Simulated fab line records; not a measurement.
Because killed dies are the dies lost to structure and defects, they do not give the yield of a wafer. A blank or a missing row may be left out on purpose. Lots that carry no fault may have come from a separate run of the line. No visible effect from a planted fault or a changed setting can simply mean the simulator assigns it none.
fab line records + flow nand-harc
record
- lots=12
- wafers=36
- last-day=25
route steps=1159 shown P_GATE@141 END@1159
lots that met no fault: taken from a fault-free run of the same line
start-h: hours from the record's first day to the start of the lot's first wafer shown + wait-h: hours from the lot's prior step to this one + " as in the row above + L1.1+2: a single row standing in for several wafers + - either no value or no given start + * or withheld: withheld + < > ~ a bound
route shown NAME@n: NAME is a module with steps in the file, n the number in the route of the first one + usual: mean and standard deviation over wafers with no fault + same: alike in all rows + chamber/n: place in a boat + sites: per-site readings + _std_site: standard deviation across them + _edge_site: outer sites' mean less inner sites' + radius-mm: how far each site lies from the wafer's centre + mask NAME#n: copy n + behind: the most recent tool/chamber to have shaped the wafer + hold: what put the lot on hold/how long, in hours/how the hold closed + device: names the non-switching transistor (n, p or np) + end of line: the same wafers' tests at the end of the route + a step without rows: its recipe alone + killed: count of dies lost to structure and defects at first sort (not the wafer's yield) + map: per-die view of a wafer (x killed, . not killed, _ where there is no die)
set.NAME: the setting as run; set.NAME@STEP: as run at that earlier step + model.NAME: the simulator's own value behind a step, which no gauge read
route steps across a sampled set of lots; one table per step, one row per wafer
services: the hour from which a tool's chamber was out of use, counted from the record's first day as start-h (under 0 if before that day), plus the number of hours and why
## steps
# step NHARC_P_GATE_CD_MEAS_26
# recipe
- target-cd-nm=120
- landing-energy-ev=500
# usual
- cd-nm=119.9/1
# same
- landing-energy-ev=500
| lot.wafer | tool      | chamber | start-h | wait-h | cd-nm |
|-----------|-----------|---------|---------|--------|-------|
| L496.1    | cd-sem-02 | 0       | 91.56   | -      | 120.0 |
| L496.2    | "         | 0       | "       | "      | 120.5 |
| L496.6    | "         | 0       | "       | "      | 120.1 |
| L499.2    | cd-sem-03 | 0       | 104.73  | -      | 117.8 |
| L499.4    | "         | 0       | "       | "      | 117.8 |
| L499.6    | "         | 0       | "       | "      | 119.0 |
| L498.1    | cd-sem-03 | 0       | 105.38  | -      | 120.7 |
| L498.3    | "         | 0       | "       | "      | 119.4 |
| L498.6    | "         | 0       | "       | "      | 120.6 |
| L500.1    | cd-sem-03 | 0       | 112.49  | -      | 119.0 |
| L500.2    | "         | 0       | "       | "      | 121.0 |
| L500.4    | "         | 0       | "       | "      | 118.8 |
| L502.1    | cd-sem-01 | 0       | 129.42  | -      | 118.8 |
| L502.5    | "         | 0       | "       | "      | 119.6 |
| L502.6    | "         | 0       | "       | "      | 118.0 |
| L503.2    | cd-sem-02 | 0       | 129.46  | -      | 121.4 |
| L503.4    | "         | 0       | "       | "      | 121.0 |
| L503.5    | "         | 0       | "       | "      | 121.8 |
| L506.1    | cd-sem-03 | 0       | 148.70  | -      | 121.2 |
| L506.2    | "         | 0       | "       | "      | 120.4 |
| L506.6    | "         | 0       | "       | "      | 120.8 |
| L509.2    | cd-sem-01 | 0       | 166.94  | -      | 118.3 |
| L509.3    | "         | 0       | "       | "      | 119.2 |
| L509.4    | "         | 0       | "       | "      | 118.3 |
| L514.2    | cd-sem-03 | 0       | 192.03  | -      | 118.5 |
| L514.4    | "         | 0       | "       | "      | 119.9 |
| L514.5    | "         | 0       | "       | "      | 119.6 |
| L513.1    | cd-sem-01 | 0       | 192.23  | -      | 119.9 |
| L513.3    | "         | 0       | "       | "      | 120.7 |
| L513.5    | "         | 0       | "       | "      | 118.9 |
| L518.1    | cd-sem-02 | 0       | 219.06  | -      | 121.8 |
| L518.5    | "         | 0       | "       | "      | 120.0 |
| L518.6    | "         | 0       | "       | "      | 121.0 |
| L519.2    | cd-sem-03 | 0       | 231.49  | -      | 120.6 |
| L519.4    | "         | 0       | "       | "      | 119.0 |
| L519.5    | "         | 0       | "       | "      | 119.3 |
# step NHARC_P_GATE_ETCH_114
# recipe
- target-depth-a=300
- overetch-a=30
- time-s=16.5
- ion-energy-ev=100
- cf4-flow-sccm=80
- o2-flow-sccm=20
- ar-flow-sccm=0
- rf-w=300
- bias-w=100
- chemistry=CF4/O2
# usual
- drypump-motor-current-A=5.9/0.3
- mfc-ar-sccm=0.014/0.018
- oes-product-au=0.996/0.013
- rf-vpp-V=197.3/1.4
- showerhead-plenum-p-Torr=1.32/0.059
- throttle-valve-pct=13.397/0.0093
# same
- time-s=16.5
| lot.wafer | tool        | chamber | start-h | wait-h | drypump-motor-current-A | mfc-ar-sccm | oes-product-au | rf-hours-counter-h | rf-vpp-V | showerhead-plenum-p-Torr | throttle-valve-pct |
|-----------|-------------|---------|---------|--------|-------------------------|-------------|----------------|--------------------|----------|--------------------------|--------------------|
| L496.1    | rie-diel-06 | 0       | -       | -      | 5.4                     | 0.041       | 0.988          | 4                  | 198.0    | 1.28                     | 13.388             |
| L496.2    | "           | 2       | "       | "      | 5.6                     | 0.038       | 0.977          | 5                  | 200.4    | 1.41                     | 13.390             |
| L496.6    | "           | 0       | "       | "      | 5.4                     | 0.041       | 0.971          | -                  | 197.3    | 1.29                     | 13.410             |
| L499.2    | rie-diel-06 | 3       | -       | -      | 6.1                     | 0           | 1.005          | 6                  | 195.5    | 1.25                     | 13.404             |
| L499.4    | "           | 0       | "       | "      | 5.4                     | 0.041       | 0.982          | 6                  | 195.9    | 1.28                     | 13.389             |
| L499.6    | "           | 3       | "       | "      | 6.1                     | 0           | 1.015          | -                  | 196.7    | 1.25                     | 13.397             |
| L498.3    | rie-diel-03 | 1       | -       | -      | 6.3                     | 0.021       | 0.986          | 21                 | 197.7    | 1.31                     | 13.392             |
| L498.1    | "           | 3       | "       | "      | 6.1                     | 0           | 0.988          | 22                 | 198.9    | 1.40                     | 13.398             |
| L498.6    | "           | 2       | "       | "      | 5.9                     | 0           | 1.004          | -                  | 196.7    | 1.26                     | 13.397             |
| L500.1    | rie-diel-03 | 0       | -       | -      | 6.1                     | 0           | 0.984          | 25                 | 197.6    | 1.30                     | 13.395             |
| L500.2    | "           | 2       | "       | "      | 5.9                     | 0           | 1.004          | 24                 | 196.0    | 1.26                     | 13.397             |
| L500.4    | "           | 3       | "       | "      | 6.2                     | 0           | 0.991          | 25                 | 198.4    | 1.40                     | 13.404             |
| L503.2    | rie-diel-06 | 2       | -       | -      | 5.6                     | 0.038       | 0.997          | 13                 | 200.3    | 1.41                     | 13.388             |
| L503.4    | "           | 0       | "       | "      | 5.4                     | 0.041       | 0.988          | 12                 | 196.8    | 1.28                     | 13.391             |
| L503.5    | "           | 1       | "       | "      | 5.8                     | 0.001       | 1.001          | -                  | 196.8    | 1.34                     | 13.390             |
| L502.1    | rie-diel-03 | 1       | -       | -      | 6.3                     | 0.021       | 0.997          | 31                 | 198.1    | 1.30                     | 13.399             |
| L502.6    | "           | 2       | "       | "      | 5.9                     | 0           | 1.009          | -                  | 196.6    | 1.26                     | 13.388             |
| L502.5    | "           | 1       | "       | "      | 6.4                     | 0.021       | 0.987          | -                  | 196.8    | 1.31                     | 13.400             |
| L506.2    | rie-diel-06 | 0       | -       | -      | 5.4                     | 0.041       | 0.987          | 15                 | 197.1    | 1.28                     | 13.390             |
| L506.1    | "           | 2       | "       | "      | 5.6                     | 0.038       | 0.996          | 16                 | 200.6    | 1.41                     | 13.381             |
| L506.6    | "           | 3       | "       | "      | 6.0                     | 0           | 1.005          | -                  | 196.8    | 1.25                     | 13.405             |
| L509.2    | rie-diel-03 | 2       | -       | -      | 5.9                     | 0           | 1.010          | 44                 | 195.7    | 1.25                     | 13.397             |
| L509.4    | "           | 3       | "       | "      | 6.2                     | 0           | 1.001          | 38                 | 199.1    | 1.40                     | 13.409             |
| L509.3    | "           | 0       | "       | "      | 6.1                     | 0           | 0.979          | 45                 | 197.2    | 1.30                     | 13.402             |
| L513.3    | rie-diel-06 | 1       | -       | -      | 5.8                     | 0.001       | 1.011          | 23                 | 197.2    | 1.34                     | 13.402             |
| L513.1    | "           | 2       | "       | "      | 5.6                     | 0.038       | 0.982          | 23                 | 199.1    | 1.41                     | 13.385             |
| L513.5    | "           | 3       | "       | "      | 6.0                     | 0           | 1.020          | -                  | 195.0    | 1.24                     | 13.408             |
| L514.4    | rie-diel-03 | 3       | -       | -      | 6.2                     | 0           | 1.000          | 47                 | 198.5    | 1.39                     | 13.416             |
| L514.2    | "           | 1       | "       | "      | 6.4                     | 0.021       | 1.001          | 52                 | 197.3    | 1.30                     | 13.394             |
| L514.5    | "           | 3       | "       | "      | 6.2                     | 0           | 0.998          | -                  | 198.0    | 1.39                     | 13.396             |
| L518.1    | rie-diel-06 | 2       | -       | -      | 5.6                     | 0.038       | 0.971          | 28                 | 199.9    | 1.41                     | 13.395             |
| L518.6    | "           | 2       | "       | "      | 5.6                     | 0.038       | 0.976          | -                  | 197.9    | 1.41                     | 13.400             |
| L518.5    | "           | 0       | "       | "      | 5.4                     | 0.041       | 0.991          | -                  | 196.1    | 1.28                     | 13.387             |
| L519.2    | rie-diel-06 | 0       | -       | -      | 5.4                     | 0.041       | 0.998          | 29                 | 196.6    | 1.28                     | 13.415             |
| L519.4    | "           | 1       | "       | "      | 5.8                     | 0.001       | 1.012          | 31                 | 197.4    | 1.34                     | 13.396             |
| L519.5    | "           | 0       | "       | "      | 5.4                     | 0.041       | 0.991          | -                  | 197.4    | 1.28                     | 13.405             |
# step NHARC_P_GATE_ETCHBACK_37
# recipe
- target-depth-a=345
- time-s=17.2
- chf3-flow-sccm=50
- o2-flow-sccm=10
- ar-flow-sccm=200
- rf-w=500
- bias-w=200
- chemistry=CHF3/O2
# usual
- bias-w=200.1/0.57
- chamber-pressure-mTorr=25.001/0.025
- drypump-motor-current-A=5.8/0.3
- mfc-ar-sccm=200.1/0.59
- oes-product-au=0.94/0.037
- rf-vpp-V=370.4/2.6
- showerhead-plenum-p-Torr=2.39/0.12
- throttle-valve-pct=20.572/0.0099
- time-s=17.2/0
| lot.wafer | tool        | chamber | start-h | wait-h | bias-w | chamber-pressure-mTorr | drypump-motor-current-A | mfc-ar-sccm | oes-product-au | rf-hours-counter-h | rf-vpp-V | showerhead-plenum-p-Torr | throttle-valve-pct | time-s |
|-----------|-------------|---------|---------|--------|--------|------------------------|-------------------------|-------------|----------------|--------------------|----------|--------------------------|--------------------|--------|
| L496.2    | rie-diel-06 | 1       | 102.60  | -      | 199.9  | 24.973                 | 5.8                     | 200.5       | 0.93           | 6                  | 371.6    | 2.41                     | 20.587             | 17.2   |
| L496.1    | "           | 3       | "       | "      | 200.1  | 25.048                 | 6.1                     | 200.2       | 0.95           | 6                  | 366.3    | 2.25                     | 20.584             | 17.2   |
| L496.6    | "           | 1       | "       | "      | 200.1  | 25.004                 | 5.8                     | 200.5       | 0.94           | -                  | 370.5    | 2.41                     | 20.581             | 17.2   |
| L499.2    | rie-diel-13 | 0       | 115.74  | -      | 200.0  | 24.981                 | 5.9                     | 199.3       | 0.99           | 2                  | 370.3    | 2.41                     | 20.574             | 17.2   |
| L499.6    | "           | 0       | "       | "      | 199.9  | 25.028                 | 5.9                     | 200.5       | 1.00           | -                  | 371.6    | 2.41                     | 20.583             | 17.2   |
| L499.4    | "           | 2       | "       | "      | 199.0  | 25.012                 | 5.2                     | 199.4       | 1.01           | -                  | 374.2    | 2.60                     | 20.573             | 17.2   |
| L498.1    | rie-diel-03 | 2       | 123.31  | -      | 200.4  | 25.045                 | 5.9                     | 199.6       | 0.93           | 28                 | 367.8    | 2.26                     | 20.583             | 17.2   |
| L498.3    | "           | 1       | "       | "      | 199.2  | 25.004                 | 6.4                     | 199.4       | 0.92           | 28                 | 370.6    | 2.35                     | 20.551             | 17.2   |
| L498.6    | "           | 3       | "       | "      | 200.2  | 25.010                 | 6.2                     | 199.2       | 0.92           | -                  | 372.3    | 2.51                     | 20.575             | 17.2   |
| L500.4    | rie-diel-06 | 0       | 123.42  | -      | 199.2  | 25.031                 | 5.4                     | 200.1       | 0.91           | 10                 | 369.7    | 2.31                     | 20.560             | 17.2   |
| L500.1    | "           | 1       | "       | "      | 199.6  | 25.000                 | 5.9                     | 198.7       | 0.93           | 11                 | 371.4    | 2.41                     | 20.576             | 17.2   |
| L500.2    | "           | 3       | "       | "      | 198.9  | 24.985                 | 6.1                     | 200.5       | 0.93           | 11                 | 366.1    | 2.25                     | 20.567             | 17.2   |
| L502.1    | rie-diel-13 | 2       | 140.62  | -      | 199.7  | 24.981                 | 5.2                     | 200.6       | 0.93           | 14                 | 374.1    | 2.59                     | 20.569             | 17.2   |
| L502.6    | "           | 1       | "       | "      | 199.9  | 25.012                 | 5.8                     | 200.6       | 0.92           | -                  | 369.4    | 2.31                     | 20.568             | 17.2   |
| L502.5    | "           | 2       | "       | "      | 199.6  | 25.028                 | 5.1                     | 200.7       | 0.93           | -                  | 374.8    | 2.59                     | 20.567             | 17.2   |
| L503.2    | rie-diel-13 | 2       | 140.68  | -      | 200.1  | 24.961                 | 5.2                     | 200.1       | 1.00           | 14                 | 374.9    | 2.59                     | 20.568             | 17.2   |
| L503.4    | "           | 3       | "       | "      | 200.4  | 24.981                 | 6.1                     | 200.2       | 1.00           | 8                  | 367.5    | 2.26                     | 20.563             | 17.2   |
| L503.5    | "           | 3       | "       | "      | 201.1  | 24.976                 | 6.1                     | 199.8       | 1.01           | -                  | 366.8    | 2.26                     | 20.564             | 17.2   |
| L506.2    | rie-diel-13 | 1       | 159.76  | -      | 199.6  | 25.013                 | 5.8                     | 199.6       | 0.92           | 19                 | 368.3    | 2.31                     | 20.566             | 17.2   |
| L506.1    | "           | 3       | "       | "      | 201.0  | 24.973                 | 6.1                     | 201.2       | 0.92           | 13                 | 367.5    | 2.25                     | 20.575             | 17.2   |
| L506.6    | "           | 0       | "       | "      | 200.3  | 24.995                 | 5.9                     | 200.8       | 0.91           | -                  | 371.7    | 2.41                     | 20.571             | 17.2   |
| L509.4    | rie-diel-13 | 1       | 178.20  | -      | 200.4  | 24.988                 | 5.8                     | 200.6       | 0.93           | 25                 | 370.0    | 2.31                     | 20.567             | 17.2   |
| L509.3    | "           | 2       | "       | "      | 199.2  | 25.018                 | 5.1                     | 199.9       | 0.92           | 25                 | 373.0    | 2.59                     | 20.566             | 17.2   |
| L509.2    | "           | 3       | "       | "      | 200.0  | 24.965                 | 6.0                     | 201.0       | 0.92           | 20                 | 366.4    | 2.25                     | 20.564             | 17.2   |
| L513.1    | rie-diel-13 | 1       | 203.26  | -      | -      | -                      | -                       | -           | -              | -                  | -        | -                        | -                  | -      |
| L513.3    | "           | 2       | "       | "      | -      | -                      | -                       | -           | -              | -                  | -        | -                        | -                  | -      |
| L513.5    | "           | 3       | "       | "      | -      | -                      | -                       | -           | -              | -                  | -        | -                        | -                  | -      |
| L514.4    | rie-diel-03 | 0       | 203.29  | -      | -      | -                      | -                       | -           | -              | -                  | -        | -                        | -                  | -      |
| L514.2    | "           | 2       | "       | "      | -      | -                      | -                       | -           | -              | -                  | -        | -                        | -                  | -      |
| L514.5    | "           | 3       | "       | "      | -      | -                      | -                       | -           | -              | -                  | -        | -                        | -                  | -      |
| L518.1    | rie-diel-06 | 1       | 230.90  | -      | 200.5  | 25.028                 | 5.8                     | 201.0       | 0.92           | 31                 | 370.7    | 2.41                     | 20.571             | 17.2   |
| L518.5    | "           | 1       | "       | "      | 201.1  | 24.971                 | 5.8                     | 200.6       | 0.93           | -                  | 369.7    | 2.41                     | 20.573             | 17.2   |
| L518.6    | "           | 2       | "       | "      | 200.5  | 24.998                 | 5.6                     | 199.5       | 0.90           | -                  | 373.2    | 2.53                     | 20.555             | 17.2   |
| L519.4    | rie-diel-13 | 1       | 242.55  | -      | 200.1  | 25.035                 | 5.8                     | 200.0       | 1.00           | 52                 | 368.3    | 2.30                     | 20.595             | 17.2   |
| L519.2    | "           | 3       | "       | "      | 200.3  | 25.034                 | 6.0                     | 200.3       | 1.00           | 42                 | 367.9    | 2.24                     | 20.556             | 17.2   |
| L519.5    | "           | 0       | "       | "      | 201.0  | 25.010                 | 6.0                     | 200.1       | 0.97           | -                  | 372.0    | 2.40                     | 20.576             | 17.2   |
# step NHARC_P_GATE_CD_MEAS_46
# recipe
- target-cd-nm=720
- landing-energy-ev=500
# usual
- cd-nm=719.3/2.4
# same
- landing-energy-ev=500
| lot.wafer | tool      | chamber | start-h | wait-h | cd-nm |
|-----------|-----------|---------|---------|--------|-------|
| L496.1    | cd-sem-01 | 0       | 103.66  | -      | 721.0 |
| L496.2    | "         | 0       | "       | "      | 718.6 |
| L496.6    | "         | 0       | "       | "      | 719.7 |
| L499.2    | cd-sem-01 | 0       | 116.88  | -      | 718.2 |
| L499.4    | "         | 0       | "       | "      | 714.4 |
| L499.6    | "         | 0       | "       | "      | 718.3 |
| L498.1    | cd-sem-02 | 0       | 124.32  | -      | 716.0 |
| L498.3    | "         | 0       | "       | "      | 715.7 |
| L498.6    | "         | 0       | "       | "      | 718.7 |
| L500.1    | cd-sem-03 | 0       | 124.49  | -      | 720.7 |
| L500.2    | "         | 0       | "       | "      | 715.7 |
| L500.4    | "         | 0       | "       | "      | 717.9 |
| L502.1    | cd-sem-02 | 0       | 141.53  | -      | 719.7 |
| L502.5    | "         | 0       | "       | "      | 720.3 |
| L502.6    | "         | 0       | "       | "      | 717.1 |
| L503.2    | cd-sem-03 | 0       | 141.70  | -      | 719.4 |
| L503.4    | "         | 0       | "       | "      | 716.3 |
| L503.5    | "         | 0       | "       | "      | 725.1 |
| L506.1    | cd-sem-02 | 0       | 160.64  | -      | 716.0 |
| L506.2    | "         | 0       | "       | "      | 718.8 |
| L506.6    | "         | 0       | "       | "      | 717.8 |
| L509.2    | cd-sem-03 | 0       | 179.10  | -      | 720.9 |
| L509.3    | "         | 0       | "       | "      | 721.5 |
| L509.4    | "         | 0       | "       | "      | 720.4 |
| L513.1    | cd-sem-02 | 0       | 204.16  | -      | 717.9 |
| L513.3    | "         | 0       | "       | "      | 715.8 |
| L513.5    | "         | 0       | "       | "      | 719.7 |
| L514.2    | cd-sem-02 | 0       | 204.32  | -      | 722.0 |
| L514.4    | "         | 0       | "       | "      | 724.9 |
| L514.5    | "         | 0       | "       | "      | 721.1 |
| L518.1    | cd-sem-03 | 0       | 231.79  | -      | 716.0 |
| L518.5    | "         | 0       | "       | "      | 719.7 |
| L518.6    | "         | 0       | "       | "      | 719.5 |
| L519.2    | cd-sem-01 | 0       | 243.54  | -      | 721.8 |
| L519.4    | "         | 0       | "       | "      | 721.4 |
| L519.5    | "         | 0       | "       | "      | 720.4 |
# step NHARC_END_SORT_01
# recipe
- temp-c=25
# usual
- killed-at-array=24/8.7
- killed-at-other=0.8/1.2
- killed-at-periphery=3.6/2.3
- killed-dies=28/8.9
- killed-open=3.2/1.9
- killed-short=2.0/1.6
# same
- gross-dies=677
| lot.wafer | tool      | chamber | start-h | wait-h | killed-at-array | killed-at-other | killed-at-periphery | killed-dies | killed-open | killed-short |
|-----------|-----------|---------|---------|--------|-----------------|-----------------|---------------------|-------------|-------------|--------------|
| L513.1    | prober-02 | 0       | 546.14  | 2.5    | 31              | 0               | 646                 | 677         | 0           | 1            |
| L513.3    | prober-02 | 0       | 547.75  | 3.1    | 36              | 0               | 641                 | 677         | 1           | 3            |
| L513.5    | prober-02 | 0       | 549.37  | 3.7    | 30              | 0               | 647                 | 677         | 2           | 1            |
| L514.2    | prober-01 | 0       | 570.34  | 2.8    | 7               | 0               | 670                 | 677         | 3           | 0            |
| L514.4    | prober-01 | 0       | 571.94  | 3.4    | 11              | 1               | 665                 | 677         | 1           | 3            |
| L514.5    | prober-01 | 0       | 572.74  | 3.7    | 12              | 1               | 664                 | 677         | 2           | 2            |
# killed by level:class
L513.1 P_GATE:area-etchback=645 A_CHANNEL_HOLE_D1:chamber-film-flake=22 A_SLIT:chamber-film-flake=9 P_CONTACT:geometric-particle:short=1
L513.3 P_GATE:area-etchback=640 A_CHANNEL_HOLE_D1:chamber-film-flake=17 A_SLIT:chamber-film-flake=13 A_ONON_D1:geometric-particle:short=1 A_CHANNEL_FILL_D1:geometric-particle:short=1 A_CONTACT:geometric-particle:short=1 A_CONTACT:geometric-particle:open=1 P_M0:chamber-film-flake=1
L513.5 P_GATE:area-etchback=647 A_CHANNEL_HOLE_D1:chamber-film-flake=13 A_SLIT:chamber-film-flake=11 A_CHANNEL_FILL_D1:geometric-particle:open=1 A_BLC:geometric-particle:short=1 A_M1:geometric-particle:open=1 A_CHANNEL_FILL_D1:chamber-film-flake=1 A_WL_FILL:chamber-film-flake=1
L514.2 P_GATE:area-etchback=667 A_CHANNEL_HOLE_D1:chamber-film-flake=4 P_M1:geometric-particle:open=1 A_ONON_D1:geometric-particle:open=1 A_M0:geometric-particle:open=1 P_GATE:chamber-film-flake=1 P_BONDPAD:chamber-film-flake=1 A_CHANNEL_FILL_D1:chamber-film-flake=1
L514.4 P_GATE:area-etchback=659 A_CHANNEL_HOLE_D1:chamber-film-flake=7 P_M0:geometric-particle:short=2 P_STI:chamber-film-flake=2 P_GATE:chamber-film-flake=2 A_CHANNEL_FILL_D1:geometric-particle:short=1 A_CONTACT:geometric-particle:open=1 A_SLIT:chamber-film-flake=1
L514.5 P_GATE:area-etchback=659 P_STI:chamber-film-flake=4 A_CHANNEL_HOLE_D1:chamber-film-flake=2 A_CHANNEL_FILL_D1:chamber-film-flake=2 A_STAIRCASE:chamber-film-flake=2 A_CHANNEL_FILL_D1:geometric-particle:open=1 A_SGD_CUT:geometric-particle:short=1 A_CONTACT:geometric-particle:open=1
## services
| tool        | chamber | start-h | hours | kind   |
|-------------|---------|---------|-------|--------|
| rie-diel-13 | -       | 72.91   | 0.5   | repair |
| rie-diel-06 | 0       | 73.20   | -     | clean  |
| rie-diel-06 | 1       | 73.20   | -     | clean  |
| rie-diel-06 | 2       | 73.20   | -     | clean  |
| rie-diel-06 | 3       | 73.20   | -     | clean  |
| rie-diel-13 | -       | 79.09   | 0.2   | repair |
| rie-diel-06 | 0       | 97.70   | -     | clean  |
| rie-diel-06 | 1       | 97.70   | -     | clean  |
| rie-diel-06 | 2       | 97.70   | -     | clean  |
| rie-diel-06 | 3       | 97.70   | -     | clean  |
| rie-diel-13 | -       | 99.36   | 9.0   | pm     |
| rie-diel-13 | 3       | 112.51  | 11.6  | repair |
| rie-diel-06 | 0       | 122.20  | -     | clean  |
| rie-diel-06 | 1       | 122.20  | -     | clean  |
| rie-diel-06 | 2       | 122.20  | -     | clean  |
| rie-diel-03 | 3       | 128.19  | 17.0  | repair |
| rie-diel-03 | -       | 133.56  | 1.2   | repair |
| rie-diel-03 | 1       | 175.35  | 6.4   | repair |
| rie-diel-03 | 0       | 183.12  | 4.2   | repair |
| rie-diel-13 | 2       | 209.08  | 8.8   | repair |
| rie-diel-03 | -       | 215.36  | 9.0   | pm     |
| rie-diel-06 | 0       | 215.89  | 4.2   | repair |
| rie-diel-06 | 3       | 216.89  | 5.0   | repair |
| rie-diel-06 | -       | 241.20  | 9.0   | pm     |
## key
first-sign
- step=NHARC_P_GATE_ETCHBACK_37
- reading=tool-record
- direction=missing
effect
- step=NHARC_END_SORT_01
- reading=killed-at-periphery
- direction=up
- sigmas=99+
- usual=3.6
- struck=655.5
more-kills-born-at
- NHARC_P_GATE_ETCHBACK_37@rie-diel-03=1985
- NHARC_P_GATE_ETCHBACK_37@rie-diel-13=1932
met-at NHARC_P_GATE_ETCHBACK_37
struck-lots L513,L514
later-rows-left-out L513.1,L513.3,L513.5,L514.2,L514.4,L514.5
tester-left-out L513,L514
not-acting-at NHARC_P_GATE_CD_MEAS_26,NHARC_P_GATE_ETCH_114,NHARC_P_GATE_CD_MEAS_46
onset-between 178.20 203.26
fault
- kind=skipped-step-whole
- tool=rie-diel-03,rie-diel-13
- chamber=-
- onset-h=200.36
- steps=NHARC_P_GATE_ETCHBACK_37
- scope=struck-lots-only
# tester-left-out: of these lots the tester's yield and bins aren't shown, on N5 and GAA mostly nor the transistor test; their killed dies are dies lost to structure and defects alone, not to doping, threshold or leakage, so they don't give the yield
# later-rows-left-out: the simulator's readings of these wafers behind a module that went badly wrong aren't trusted and aren't shown, but for the sort
